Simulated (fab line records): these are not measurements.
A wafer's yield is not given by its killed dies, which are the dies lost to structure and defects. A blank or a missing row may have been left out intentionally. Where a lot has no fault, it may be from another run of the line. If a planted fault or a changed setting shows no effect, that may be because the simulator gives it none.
A single fault, viewed from 3 desks ; flow n5_finfet ; what lay behind the numbers comes last; until then each desk has only its own
Where a reading is given only as a bound, like >300, the bound stands for it, and a mean or a difference that rests on one is marked > or <: the true number lies beyond.

## THE METROLOGY DESK
Means of the sampled wafers that have a number, per lot and without regard to the tool the lot ran on: this is what the gauges read. A lot is out of limits, marked OUT, if its mean lies more than 4 standard deviations from the usual mean; the brackets give that distance.
Columns: A = cd_nm at N5_PASSIVATION_CD_MEAS_44, usual 39999 nm; B = PASS_OPEN_OVL at N5_PASSIVATION_OVL_MEAS_66, usual -4 nm
lot;first seen here;A;B
L109;day 13 03:23;39995;-2
L114;day 14 23:50;39996;-2
L115;day 15 00:41;39995;-8
L118;day 16 00:32;40001;-6
L124;day 18 08:45;39994;-6
L129;day 19 14:42;39997;-1
This desk's finding: nothing out of limits on any of the 6 lots.

## FOR THE TOOL OWNER'S DESK: rie_diel-03
The tool's own readings at N5_PASSIVATION_ETCH_54 (etches SiO2 in CHF3/O2, target depth 880 nm, time 440 s): means of the sampled wafers that have a number, for each lot that ran on this tool. A lot is out of limits, marked OUT, if its mean lies more than 4 standard deviations from the usual mean; the brackets give that distance. Of its 8 readings 7 are shown: those that lie furthest out on some lot.
Columns: A = drypump_motor_current_A at N5_PASSIVATION_ETCH_54, usual 5.49 A; B = oes_ar_750_au at N5_PASSIVATION_ETCH_54, usual 0.83 a.u.; C = oes_o_777_au at N5_PASSIVATION_ETCH_54, usual 0.83 a.u.; D = oes_product_au at N5_PASSIVATION_ETCH_54, usual 0.83 a.u.; E = rf_vpp_V at N5_PASSIVATION_ETCH_54, usual 518 V; F = showerhead_plenum_p_Torr at N5_PASSIVATION_ETCH_54, usual 2.42 Torr; G = throttle_valve_pct at N5_PASSIVATION_ETCH_54, usual 18.64 %
lot;first seen here;A;B;C;D;E;F;G
L114;day 15 00:13;5.53;0.86;0.86;0.86;516;2.49;18.68
L115;day 15 01:04;5.39;0.82;0.83;0.81;510;2.47;18.65
L118;day 16 00:53;5.57;0.82;0.84;0.81;505;2.42;18.80
L129;day 19 15:09;5.57;0.79;0.81;0.78;505;2.41;18.83
This desk's finding: nothing out of limits on any of the 4 lots.

## THE DEFECT DESK
Counts from the inspections along the route, per lot, as means over the sampled wafers that have a number. A lot is out of limits, marked OUT, if its mean lies more than 4 standard deviations from the usual mean; the brackets give that distance.
Columns: A = raw_defect_count at N5_PASSIVATION_INSPECT_67, usual 2.0; B = raw_defect_count at N5_PASSIVATION_INSPECT_57, usual 1.9
lot;first seen here;A;B
L109;day 13 03:27;3.7;3.0
L114;day 14 23:55;2.3;2.0
L115;day 15 00:46;1.7;>101 (>+62) OUT
L118;day 16 00:35;1.0;>200 (+99 or more) OUT
L124;day 18 08:48;1.0;1.0
L129;day 19 14:45;3.0;1.0
This desk finds L115, L118 out of limits, L115 being first, at day 15 05:01 (raw_defect_count at N5_PASSIVATION_INSPECT_57). In limits: L109, L114, L124, L129.

## BROUGHT TOGETHER
The defect desk could have raised an alarm at day 15 05:01, on L115, L118.
Nothing out of limits was seen by the metrology desk.
The desk of the tool owner found nothing out of limits.
The metrology desk holds a record of L115, L118, inside its limits.
The tool owner's desk has L115, L118 on record, within its limits.
The lots listed all ran N5_PASSIVATION_ETCH_54 on rie_diel-03.

## WHAT THE SIMULATOR HAD PUT IN
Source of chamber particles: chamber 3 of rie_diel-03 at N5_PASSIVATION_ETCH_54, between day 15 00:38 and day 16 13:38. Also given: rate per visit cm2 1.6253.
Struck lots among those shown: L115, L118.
Hours from the fault's start to each desk's first reading out of limits: the defect desk, 4.
